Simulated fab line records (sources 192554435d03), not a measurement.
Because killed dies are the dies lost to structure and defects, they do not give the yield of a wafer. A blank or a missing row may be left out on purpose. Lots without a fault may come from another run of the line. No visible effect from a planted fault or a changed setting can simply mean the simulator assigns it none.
fab line records	flow n5Finfet
[record] lots = 5	wafers = 15	lastDay = 17
route steps=1938 shown BEOL_M7@1314 BEOL_M8@1332 PASSIVATION@1936
lots that met no fault: from a run of the same line without faults
startH: start of the lot's first displayed wafer, in hours after the record's first day	waitH: hours since the lot's step before	" same as the row above	L1.1+2: one row covering several wafers at once	- no value present, or no start provided	* or withheld: withheld	< > ~ a bound
route shown NAME@n: NAME is a module with steps in the file, n the number in the route of the first one	usual: mean/standard deviation of fault-free wafers	same: alike in all rows	chamber/n: place in a boat	sites: the reading at each site	_std_site: the standard deviation of these	_edge_site: mean of outer sites minus mean of inner sites	radiusMm: how far each site lies from the wafer's centre	mask NAME#n: copy n	behind: the tool/chamber that last shaped the wafer	hold: reason for holding the lot/hours on hold/outcome of the hold	device: the n, p or np transistor that did not switch	end of line: tests run on the same wafers once the route is complete	a step with no rows: only its recipe	killed: not the wafer's yield, but the dies lost to structure and defects at the first sort	map: the dies of a wafer, with x for killed, . for not killed, _ for no die there
set.NAME: the setting as run; set.NAME@STEP: as run at that earlier step	model.NAME: the simulator's own value behind a step, which no gauge read
certain route steps with their lots: each step a table, each wafer a row
services: when a tool's chamber went out of use (startH, in hours from the record's first day, below 0 if earlier), for how many hours, and the reason
[[steps]]
[step N5_BEOL_M7_PRECLEAN_42]
[recipe] chemistry = residueRemover	timeS = 60	tempC = 40
[step N5_BEOL_M7_SRD_43]
[recipe] timeS = 30	tempC = 23	rinseLiquid = diw	dry = ipaMarangoni
[step N5_BEOL_M7_CD_MEAS_35]
[recipe] targetCdNm = 40	polarity = opening
[usual] cdNm = 39.9/0.45
lot.wafer	tool	chamber	startH	waitH	cdNm
L828.1	cdSem-02	-	230.27	0.0	39.5
L828.2	"	-	"	"	39.4
L828.6	"	-	"	"	40.3
L830.2	cdSem-01	-	242.69	0.0	39.5
L830.3	"	-	"	"	39.9
L830.5	"	-	"	"	40.0
L835.4	cdSem-01	-	284.98	0.0	40.5
L835.5	"	-	"	"	40.8
L835.6	"	-	"	"	39.8
L842.2	cdSem-02	-	326.30	0.0	39.4
L842.5	"	-	"	"	39.1
L842.6	"	-	"	"	39.7
L844.2	cdSem-03	-	332.66	0.0	39.0
L844.4	"	-	"	"	40.3
L844.5	"	-	"	"	39.0
[step N5_BEOL_M7_CURE_75]
[recipe] tempC = 370	timeS = 120	ambient = DMADMS/He	material = SiCOH_lowk
[step N5_BEOL_M7_DEGAS_44]
[recipe] ambient = vacuum	tempC = 250	timeS = 60
[usual] heaterPowerW = 344/35
lot.wafer	tool	chamber	startH	waitH	heaterPowerW
L828.1	pvdSputter-02	-	230.88	0.5	281
L828.2	"	-	"	"	333
L828.6	"	-	"	"	319
L830.2	pvdSputter-01	-	243.84	1.0	340
L830.3	"	-	"	"	367
L830.5	"	-	"	"	338
L835.4	pvdSputter-02	-	285.55	0.3	298
L835.5	"	-	"	"	298
L835.6	"	-	"	"	291
L842.2	pvdSputter-02	-	326.67	0.2	283
L842.5	"	-	"	"	326
L842.6	"	-	"	"	376
L844.2	pvdSputter-02	-	336.19	3.2	376
L844.4	"	-	"	"	298
L844.5	"	-	"	"	296
[step N5_BEOL_M7_PRE_CLEAN_45]
[recipe] gas = H2/He	timeS = 30	tempC = 250
[usual] heaterPowerW = 342/34
lot.wafer	tool	chamber	startH	waitH	heaterPowerW
L828.1	pvdSputter-02	-	230.92	0.0	287
L828.2	"	-	"	"	330
L828.6	"	-	"	"	325
L830.2	pvdSputter-01	-	243.88	0.0	334
L830.3	"	-	"	"	379
L830.5	"	-	"	"	334
L835.4	pvdSputter-02	-	285.59	0.0	295
L835.5	"	-	"	"	291
L835.6	"	-	"	"	281
L842.2	pvdSputter-02	-	326.71	0.0	287
L842.5	"	-	"	"	326
L842.6	"	-	"	"	369
L844.2	pvdSputter-02	-	336.23	0.0	350
L844.4	"	-	"	"	307
L844.5	"	-	"	"	298
[step N5_BEOL_M7_ALD_77]
[recipe] material = TaN	targetThkA = 20	tempC = 275	aldPrecursorFamily = PDMAT	aldCoReactant = NH3	pressureTorr = 3	carrierFlowSccm = 1500	pulseTimeS = 2	purgeTimeS = 3	coReactantPurgeTimeS = 2	coReactantPulseTimeS = 3	aldCycles = 40	precursorVesselTempC = 75	precursorVesselPressureTorr = 26.25	precursorVesselCarrierSccm = 1000
[usual] heaterPowerW = 421/49
[same] coReactantPurgeTimeS = 2
lot.wafer	tool	chamber	startH	waitH	heaterPowerW
L828.1	aldMetal-04	3	230.98	0.0	370
L828.2	"	0	"	"	418
L828.6	"	0	"	"	410
L830.2	aldMetal-03	0	243.96	0.1	412
L830.3	"	2	"	"	366
L830.5	"	1	"	"	394
L835.4	aldMetal-03	3	285.65	0.0	485
L835.5	"	2	"	"	382
L835.6	"	1	"	"	402
L842.2	aldMetal-02	0	326.83	0.1	425
L842.5	"	0	"	"	421
L842.6	"	1	"	"	376
L844.2	aldMetal-03	0	336.30	0.1	411
L844.4	"	3	"	"	479
L844.5	"	1	"	"	393
[step N5_BEOL_M7_SURFACE_TREAT_79]
[recipe] gas = Ar	timeS = *	ionEnergyEv = *	ionCurrentMaCm2 = 0.5	pressureMtorr = *	arFlowSccm = 30
[usual] pressureMtorr = *	throttleValvePct = *
lot.wafer	tool	chamber	startH	waitH	pressureMtorr	throttleValvePct
L828.1	pvdSputter-02	-	231.36	0.2	*	*
L828.2	"	-	"	"	*	*
L828.6	"	-	"	"	*	*
L830.2	pvdSputter-01	-	244.34	0.2	*	*
L830.3	"	-	"	"	*	*
L830.5	"	-	"	"	*	*
L835.4	pvdSputter-01	-	285.96	0.2	*	*
L835.5	"	-	"	"	*	*
L835.6	"	-	"	"	*	*
L842.2	pvdSputter-02	-	327.27	0.3	*	*
L842.5	"	-	"	"	*	*
L842.6	"	-	"	"	*	*
L844.2	pvdSputter-01	-	336.63	0.2	*	*
L844.4	"	-	"	"	*	*
L844.5	"	-	"	"	*	*
[step N5_BEOL_M7_CVD_78]
[recipe] material = Co	targetThkA = 20	tempC = withheld	precursor = CCTBA/H2	pressureTorr = 30	timeS = 142.3
[step N5_BEOL_M7_SPUTTER_48]
[recipe] material = Cu	targetThkA = 100	tempC = -20	biasV = 60	powerW = 26000	chamberPressurePa = 0.13	timeS = 1.667
[step N5_BEOL_M7_ECD_50]
[recipe] material = Cu	targetThkA = 3000
[step N5_BEOL_M7_ANNEAL_51]
[recipe] tempC = 225	timeS = 90	ambient = N2
[usual] wafer_temp_C_max = 226.2/0.54
lot.wafer	tool	chamber	startH	waitH	wafer_temp_C_max
L828.1	rtpAnneal-01	0	232.36	0.5	225.7
L828.2	"	0	"	"	226.0
L828.6	"	0	"	"	225.7
L830.2	rtpAnneal-01	0	244.81	0.1	225.5
L830.3	"	0	"	"	225.7
L830.5	"	0	"	"	226.0
L835.4	rtpAnneal-02	0	286.51	0.2	226.5
L835.5	"	0	"	"	226.6
L835.6	"	0	"	"	226.5
L842.2	rtpAnneal-01	0	327.97	0.2	225.4
L842.5	"	0	"	"	225.6
L842.6	"	0	"	"	225.5
L844.2	rtpAnneal-02	0	337.10	0.1	226.4
L844.4	"	0	"	"	226.4
L844.5	"	0	"	"	226.1
[step N5_BEOL_M7_CMP_52]
[recipe] stopOn = SiCOH_lowk	tOverpolishS = 6.9	downForcePsi = 1	platenRpm = 50	clearingPlatenDownForcePsi = 1.5	clearingPlatenRpm = 50	postCmpClean = cuAlkaline	targetThkNm = 80	clearingPlatenPadVelocityMS = 0.99484	padVelocityMS = 0.99484
[usual] barrierFieldEndpointS = 28.9/0.58	headPressurePsi = 1.0002/0.0024	motorCurrentA = 6.3/0.66	overpolishRunS = 6.900/0.0091	timeToEndpointS = 61.9/2.2
lot.wafer	tool	chamber	startH	waitH	barrierFieldEndpointS	headPressurePsi	motorCurrentA	overpolishRunS	timeToEndpointS
L828.1	cmp-02	3	232.76	0.4	27.8	1.0022	5.8	6.900	61.0
L828.2	"	0	"	"	27.8	0.9987	5.1	6.886	58.3
L828.6	"	0	"	"	28.4	0.9984	5.0	6.902	56.7
L830.3	cmp-03	1	245.06	0.2	29.0	1.0014	6.6	6.880	63.4
L830.2	"	2	"	"	29.7	1.0006	6.3	6.890	63.9
L830.5	"	1	"	"	29.3	0.9982	6.8	6.901	60.5
L835.4	cmp-03	2	286.75	0.2	29.7	1.0005	6.9	6.910	60.2
L835.6	"	0	"	"	29.6	1.0039	6.3	6.896	65.2
L835.5	"	1	"	"	29.6	1.0028	6.8	6.894	60.8
L842.2	cmp-04	0	328.27	0.3	29.2	1.0037	5.4	6.908	63.1
L842.6	"	3	"	"	29.6	1.0012	6.5	6.893	62.3
L842.5	"	0	"	"	29.1	1.0010	5.4	6.895	60.7
L844.4	cmp-02	3	337.36	0.1	29.4	1.0019	5.9	6.904	63.4
L844.2	"	1	"	"	29.5	1.0064	6.7	6.918	64.1
L844.5	"	0	"	"	29.2	0.9980	5.2	6.901	63.7
[step N5_BEOL_M7_PRE_CLEAN_55]
[recipe] gas = NH3	timeS = 15	tempC = withheld	rfPowerW = 300
[step N5_BEOL_M7_DEP_56]
[recipe] material = SiCN	targetThkA = 100	tempC = withheld	precursor = 3MS/NH3	pressureTorr = 3	rfW = 202	timeS = 17.5
[step N5_BEOL_M7_INSPECT_58]
[recipe] inspectInstrument = darkfield	mode = postDep
[usual] rawDefectCount = 68/22
lot.wafer	tool	chamber	startH	waitH	rawDefectCount
L828.1	defectInspect-01	-	233.22	0.0	63
L828.2	"	-	"	"	95
L828.6	"	-	"	"	111
L830.2	defectInspect-01	-	245.52	0.0	52
L830.3	"	-	"	"	55
L830.5	"	-	"	"	49
L835.4	defectInspect-01	-	287.13	0.0	52
L835.5	"	-	"	"	1394
L835.6	"	-	"	"	61
L842.2	defectInspect-01	-	328.69	0.0	69
L842.5	"	-	"	"	75
L842.6	"	-	"	"	85
L844.2	defectInspect-01	-	337.81	0.0	103
L844.4	"	-	"	"	52
L844.5	"	-	"	"	51
[step N5_BEOL_M8_ILD_DEP_00]
[recipe] material = SiCOH_lowk	targetThkA = 1797.5	tempC = 300	precursor = DEMS/porogen	pressureTorr = 5	rfW = 500	timeS = 33.4
[step N5_BEOL_M8_CURE_74]
[recipe] tempC = 385	timeS = 240	ambient = He/Ar	material = SiCOH_lowk
[step N5_BEOL_M8_THK_MEAS_01]
[recipe] reads = SiCOH_lowk_of_BEOL_M8_ILD_DEP_00
[usual] M8_ILD_THK = 155.3/2
lot.wafer	tool	chamber	startH	waitH	M8_ILD_THK[nm]
L828.1	filmMetro-02	-	233.83	0.4	153.9
L828.2	"	-	"	"	153.6
L828.6	"	-	"	"	156.0
L830.2	filmMetro-01	-	246.15	0.4	154.7
L830.3	"	-	"	"	155.4
L830.5	"	-	"	"	157.6
L835.4	filmMetro-02	-	287.74	0.2	155.1
L835.5	"	-	"	"	155.0
L835.6	"	-	"	"	155.4
L842.2	filmMetro-01	-	329.30	0.4	154.2
L842.5	"	-	"	"	156.9
L842.6	"	-	"	"	155.9
L844.2	filmMetro-01	-	338.57	0.4	153.2
L844.4	"	-	"	"	153.1
L844.5	"	-	"	"	153.9
[step N5_BEOL_M8_PECVD_70]
[recipe] material = SiO2	targetThkA = 200	tempC = 400	precursor = TEOS/O2	pressureTorr = 5.5	rfW = 450	teosFlowSccm = 53.8	gas = O2	flowSccm = 3000	timeS = 22.7
[step N5_BEOL_M8_HM_DEP_02]
[recipe] material = TiN	targetThkA = 200	tempC = 25	chamberPressurePa = 0.49996
[step N5_BEOL_M8_COAT_59]
[recipe] resist = SOC	tempC = 250	timeS = 60	spinRpm = 1500	resistThkNm = 100
[step N5_BEOL_M8_COAT_60]
[recipe] resist = SiARC	tempC = 220	timeS = 60	spinRpm = 1500	resistThkNm = 35
[step N5_BEOL_M8_COAT_05]
[recipe] resist = CAR-ArF	spinRpm = 1500	resistThkNm = 90
[step N5_BEOL_M8_EBR_07]
[recipe] solvent = PGMEA	ebrWidthMm = 1.5
[step N5_BEOL_M8_SOFTBAKE_06]
[recipe] tempC = 110	timeS = 60	resist = CAR-ArF
[step N5_BEOL_M8_EXPOSE_08]
[recipe] maskId = M8	na = 1.35	sourceShape = dipole	sigmaInner = 0.817	sigmaOuter = 0.97	polarization = te	doseMj = 68.25
[step N5_BEOL_M8_PEB_09]
[recipe] pebTempC = withheld	pebTimeS = 60	resist = CAR-ArF
[step N5_BEOL_M8_DEVELOP_10]
[recipe] developTimeS = 30	developer = TMAH	resist = CAR-ArF	rinseLiquid = diw	dry = airSpin	devTempC = 23
[step N5_BEOL_M8_CD_MEAS_11]
[recipe] targetCdNm = 38.5	landingEnergyEv = 500	detector = seInlens	polarity = opening
[usual] cdNm = 38.4/0.4
lot.wafer	tool	chamber	startH	waitH	cdNm
L828.1	cdSem-02	0	235.73	-	38.1
L828.2	"	0	"	"	37.9
L828.6	"	0	"	"	38.1
L830.2	cdSem-01	0	246.88	-	38.2
L830.3	"	0	"	"	38.2
L830.5	"	0	"	"	38.5
L835.4	cdSem-01	0	288.89	-	37.9
L835.5	"	0	"	"	38.9
L835.6	"	0	"	"	38.7
L842.2	cdSem-01	0	331.03	-	38.2
L842.5	"	0	"	"	38.5
L842.6	"	0	"	"	38.1
L844.2	cdSem-01	0	340.11	-	38.7
L844.4	"	0	"	"	38.3
L844.5	"	0	"	"	38.6
[step N5_BEOL_M8_OVL_MEAS_12]
[recipe] pointsPerWafer = 44
[usual] M8_OVL = -0.2/0.68
lot.wafer	tool	chamber	startH	waitH	M8_OVL[nm]
L828.1	overlay-01	0	235.76	0.0	-0.3
L828.2	"	0	"	"	0.0
L828.6	"	0	"	"	0.1
L830.2	overlay-01	0	246.91	0.0	0.3
L830.3	"	0	"	"	-0.8
L830.5	"	0	"	"	-0.4
L835.4	overlay-01	0	288.92	0.0	1.3
L835.5	"	0	"	"	-0.5
L835.6	"	0	"	"	-0.1
L842.2	overlay-01	0	331.06	0.0	-0.4
L842.5	"	0	"	"	0.2
L842.6	"	0	"	"	0.3
L844.2	overlay-01	0	340.14	0.0	1.1
L844.4	"	0	"	"	0.8
L844.5	"	0	"	"	0.4
[step N5_BEOL_M8_INSPECT_13]
[recipe] mode = adi	inspectInstrument = brightfield
[usual] rawDefectCount = 407/100
lot.wafer	tool	chamber	startH	waitH	rawDefectCount
L828.1	defectInspect-01	-	235.78	0.0	279
L828.2	"	-	"	"	503
L828.6	"	-	"	"	365
L830.2	defectInspect-01	-	246.94	0.0	507
L830.3	"	-	"	"	297
L830.5	"	-	"	"	284
L835.4	defectInspect-01	-	288.94	0.0	410
L835.5	"	-	"	"	1706
L835.6	"	-	"	"	378
L842.2	defectInspect-01	-	331.08	0.0	376
L842.5	"	-	"	"	279
L842.6	"	-	"	"	339
L844.2	defectInspect-02	-	340.16	0.0	580
L844.4	"	-	"	"	430
L844.5	"	-	"	"	370
[step N5_BEOL_M8_DESCUM_16]
[recipe] chemistry = O2	timeS = 7.9	sourcePowerW = 50	biasPowerW = 20	pressureMtorr = 20	rfFrequencyHz = 2.712e+07	tempC = 40	resist = CAR-ArF	o2FlowSccm = 225
[step N5_PASSIVATION_PROBE_49]
[usual] defectLimitedYield = 91.3/1.4	killed_at_M0_to_M3 = 34/10	killed_at_M4_up = 13/4.8	killedAtContacts = 12/6.1	killedAtFrontEnd = 40/11	killedAtOther = 3.7/2.8	killedDies = 103/16	killedOnRim = 13/3.6	killedOpen = 67/12	killedShort = 34/7.4	sort_bin_5_function = 5.1/0.95	sort_bin_6_memory = 3.2/0.62	sortNPass = 1077/16	sortYieldPct = 91.3/1.4
[same] grossDies = 1180	killedAtBackSide = 0	sort_bin_4_leakage[%] = 0	sort_bin_8_speed[%] = 0
lot.wafer	tool	chamber	startH	waitH	defectLimitedYield[%]	killed_at_M0_to_M3	killed_at_M4_up	killedAtContacts	killedAtFrontEnd	killedAtOther	killedDies	killedOnRim	killedOpen	killedShort	sort_bin_5_function[%]	sort_bin_6_memory[%]	sortNPass	sortYieldPct[%]
L828.1	prober-01	-	307.14	0.0	91.9	41	3	15	35	2	96	9	57	39	4.5	3.2	1084	91.9
L828.2	prober-01	-	307.19	0.1	89.5	64	12	4	41	3	124	9	71	52	6.3	3.9	1056	89.5
L828.6	prober-01	-	307.39	0.3	93.6	21	13	9	30	2	75	9	50	23	3.4	2.7	1105	93.6
L830.2	prober-02	-	307.44	0.1	91.4	38	12	6	41	4	101	13	59	41	4.0	4.1	1079	91.4
L830.3	prober-02	-	307.49	0.1	92.1	28	10	7	47	1	93	11	58	35	5.2	2.2	1087	92.1
L830.5	prober-02	-	307.59	0.2	91.2	38	9	12	42	3	104	9	72	32	5.5	2.7	1076	91.2
L835.4	prober-01	-	362.23	0.2	89.8	26	19	14	55	6	120	22	84	33	5.8	4.2	1060	89.8
L835.5	prober-01	-	362.28	0.2	32.6	10	735	14	29	7	795	103	47	17	45.6	17.7	385	32.6
L835.6	prober-01	-	362.33	0.3	89.2	30	18	8	67	5	128	21	91	36	5.8	4.7	1052	89.2
// killed by level:class
L828.1 BEOL_M0_SAQP:geometricParticle:short=14 MOL_CONTACT_COAG:geometricParticle:open=11 BEOL_M0_SAQP:geometricParticle:open=10 FIN_SAQP:geometricParticle:open=7 FIN_SAQP:geometricParticle:short=6 ILD0:geometricParticle:short=5 GATE_CUT:geometricParticle:short=5 BEOL_M3:geometricParticle:open=5
L828.2 BEOL_M0_SAQP:geometricParticle:open=14 FIN_SAQP:geometricParticle:short=13 BEOL_M0_SAQP:geometricParticle:short=12 BEOL_M1:geometricParticle:open=9 BEOL_M0:geometricParticle:open=8 BEOL_M4:geometricParticle:open=6 STI_FIN_REVEAL:geometricParticle:open=5 BEOL_M2:geometricParticle:open=5
L828.6 STI_FIN_REVEAL:geometricParticle:open=9 FIN_SAQP:geometricParticle:open=7 BEOL_M2:geometricParticle:open=7 MOL_CONTACT_COAG:geometricParticle:open=5 FIN_SAQP:geometricParticle:short=4 MOL_CONTACT_COAG:geometricParticle:short=4 BEOL_M0_SAQP:geometricParticle:short=4 BEOL_M1:geometricParticle:short=3
L830.2 BEOL_M0_SAQP:geometricParticle:open=12 FIN_SAQP:geometricParticle:short=10 BEOL_M0_SAQP:geometricParticle:short=10 BEOL_M4:geometricParticle:open=7 STI_FIN_REVEAL:geometricParticle:open=6 FIN_SAQP:geometricParticle:open=5 GATE_CUT:geometricParticle:short=5 BEOL_M0:geometricParticle:open=4
L830.3 FIN_SAQP:geometricParticle:short=15 FIN_SAQP:geometricParticle:open=8 STI_FIN_REVEAL:geometricParticle:open=8 BEOL_M0_SAQP:geometricParticle:open=8 BEOL_M0_SAQP:geometricParticle:short=6 MOL_CONTACT_COAG:geometricParticle:open=6 BEOL_M2:geometricParticle:open=5 BEOL_M4:geometricParticle:open=5
L830.5 FIN_SAQP:geometricParticle:open=13 BEOL_M2:geometricParticle:open=12 FIN_SAQP:geometricParticle:short=10 MOL_CONTACT_COAG:geometricParticle:open=9 BEOL_M0:geometricParticle:open=8 GATE_CUT:geometricParticle:short=6 BEOL_M1:geometricParticle:open=5 BEOL_M4:geometricParticle:open=5
L835.4 STI_FIN_REVEAL:geometricParticle:open=20 MOL_CONTACT_COAG:geometricParticle:open=11 BEOL_M1:geometricParticle:open=8 BEOL_M0_SAQP:geometricParticle:open=7 BEOL_M4:geometricParticle:short=7 FIN_SAQP:geometricParticle:open=6 STARTING-WAFER:geometricParticle:open=6 FIN_SAQP:geometricParticle:short=5
L835.5 BEOL_M7:unspecified=730 STI_FIN_REVEAL:geometricParticle:open=14 MOL_CONTACT_COAG:geometricParticle:open=13 FIN_SAQP:geometricParticle:short=3 FIN_SAQP:geometricParticle:open=3 ILD0:geometricParticle:open=3 BEOL_M0_SAQP:geometricParticle:open=3 BEOL_M0_SAQP:geometricParticle:short=3
L835.6 FIN_SAQP:geometricParticle:open=17 STI_FIN_REVEAL:geometricParticle:open=17 GATE_CUT:geometricParticle:short=9 BEOL_M0_SAQP:geometricParticle:short=7 ILD0:geometricParticle:open=7 BEOL_M0_SAQP:geometricParticle:open=7 BEOL_M5:geometricParticle:open=7 MOL_CONTACT_COAG:geometricParticle:open=6
// map L835.5 (x killed, . not)
_________________...xxx.xxxxx________________
______________.xxxxx.xxxxxxxxxxx_____________
___________xxxxxx..xx.xxxxxx.x.xxxx__________
__________x.x.x..xx.xxxxx.xxx..x.xxx_________
________x.xx.xxxx..xxxx.xxxxxxxx.x.xxx_______
_______xxxxx..xx.xxxx.....x.xxx..xxxx.x______
______.xxxx.xx.xxxx.x.xx..x.x...x.xxxxx._____
_____.xx..xxxxxxx.xxxx..xx.xxxx.xx.xxxxx.____
____xxxxxx.x..xxx.x..xx..x.x.x.xx..xx.xxxx___
___xxx..x.x....xxxxx.xxx...xxxxxxxx.xx.x.xx__
___.xx.x.xxxx..x.xx.xxxxx.xxxxxxxxxxxxxxxx.__
__xxx..xxxxxxxxx.x..xxxxxx...xxx..x...xxxx.._
__.xxxx.x..xxxxxxx..x...xxxxxxxxxxxx.x.xxx.x_
_.x.xxxxxxx.x.xx.x..x...xx..xxx.xx..x.x..xxxx
_.x.xxx.xxx.x.xx..x..xxx.xxx.xxxx...xx.xx..xx
_.xxxxxxxx.xxxxxxxxxxx..xxxx.xxxxxxxxxxxxxxx.
_.xxxx.x.xx.xxxxxx.xx..xxx.xxxx...xxxxxxxx...
_..x.xx.xxx.xxxxxx.xxx.x...x.x.xxxxx.x..xx.x.
_....x..x.xxx.x.xx.xx.x.x.xx..xxxxxxxxxxxx..x
_xx...x..xxx..xx...x.xxxxxxxxxxxxxx.xxx..x.x.
_xx.xxxx.x...xx..xxxxx.xxx.x.x.xxxxx.xxxxx..x
__xxx...xx.xx.xxx..x.xxx...xxxxxxxxx.xxxxx.x_
__..xx.xxxxxxxx..xx.xx...xx...xx.xxx.xx.xxxx_
___...xxxx.xxxx.xxxxxx.xxxxx.xxxxxxxxxxxx..__
___xx.....xxxxxxxxxxxxxx.x.x.xx.xxxx..x.xxx__
____..xxxxxxx.xx.xxxx.xxxx.xxxxxxx.x.x...x___
_____.xxxxx.xx.x..xxxxxx.xxx.x.xx....x.xx____
______xxxx..xxx....x.xx.xx.....xx.x....._____
_______x..xx.x..x..xxxx....xxx..xxxxx..______
________xxxxx...x.x.x...xxx...xxxxxxx._______
__________.xxx.xx.xx.x.xx..xxxxxxxxx_________
___________x.x.xxxx.xxxxxx.x.xxxxxx__________
______________xxxx..x.x.x.xxxx.._____________
_________________x.xxxxxxxx.x________________
// map L830.5 (x killed, . not)
_________________............________________
______________..........x......._____________
___________...............x......x.__________
__________.......................x.._________
________.....x..................x....x_______
_______...........x...x..........x.....______
______......x......x...................._____
_____.x............x...............x..x..____
____.................................x....___
___............xx.....x...............xx..x__
___...x..xx....x............x..........x...__
__.x.........xx....x...........x............_
__.x..................x......x.....x........_
_....x......x.x.x......x.....x...............
_...........x..x.....x....x.....x............
_....x....x.x..x............................x
_.....................x.............x.x....x.
_....................x.x.....................
_..x.........x.................x.............
_..x....x.....x.......xx..x..........x.....x.
_.........x.x................................
__.....x....x........x.......x.............x_
__..................x......................._
___........................................__
___....x.......x...........................__
____...x....................x.....x.x.....___
_____...........x.x........x....x...x....____
______....x..............x.............._____
_______......x..........xx.......xx....______
________...x....x..................x.._______
__________..x...x..................._________
___________....x...................__________
______________...............x.._____________
_________________............________________
[[services]]
tool	chamber	startH	hours	kind
aldMetal-03	3	208.02	6.1	repair
aldMetal-02	3	208.65	4.7	repair
cmp-03	-	214.96	4.3	pm
cmp-03	-	223.26	2.5	repair
aldMetal-04	2	227.57	7.6	repair
cmp-02	-	230.48	1.0	repair
cmp-02	-	264.59	5.4	pm
cmp-03	-	281.72	1.9	repair
cmp-03	-	285.20	0.5	repair
aldMetal-03	1	289.31	5.3	repair
cmp-04	-	295.51	4.1	repair
cmp-02	-	296.11	2.5	repair
pvdSputter-01	-	300.26	1.2	repair
aldMetal-02	-	306.64	2.8	pm
aldMetal-02	-	309.45	2.6	repair
cmp-04	-	309.66	4.0	pm
cmp-04	-	313.66	-	consumableReplace:conditioner
cmp-04	-	313.66	-	consumableReplace:pad
cmp-02	-	316.20	11.3	repair
pvdSputter-01	-	330.77	4.0	repair
[[key]]
[firstSign] step = N5_BEOL_M7_INSPECT_58	reading = rawDefectCount	direction = up	sigmas = 60	usual = 68	struck = 1394
[effect] step = N5_BEOL_M8_INSPECT_13	reading = rawDefectCount	direction = up	sigmas = 13	usual = 407	struck = 1706
[effect] step = N5_PASSIVATION_PROBE_49	reading = killed_at_M4_up	direction = up	sigmas = 99+	usual = 13	struck = 735
[moreKillsBornAt] N5_BEOL_M7_CMP_52@cmp-03 = 730
metAt N5_BEOL_M7_CMP_52
struckWafers L835.5
onsetBetween 245.06 286.75
[fault] kind = chamberParticleSource	tool = cmp-03	chamber = 1	onsetH = 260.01	steps = N5_BEOL_M7_CMP_52	ratePerVisitCm2 = 2.067	endH = 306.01
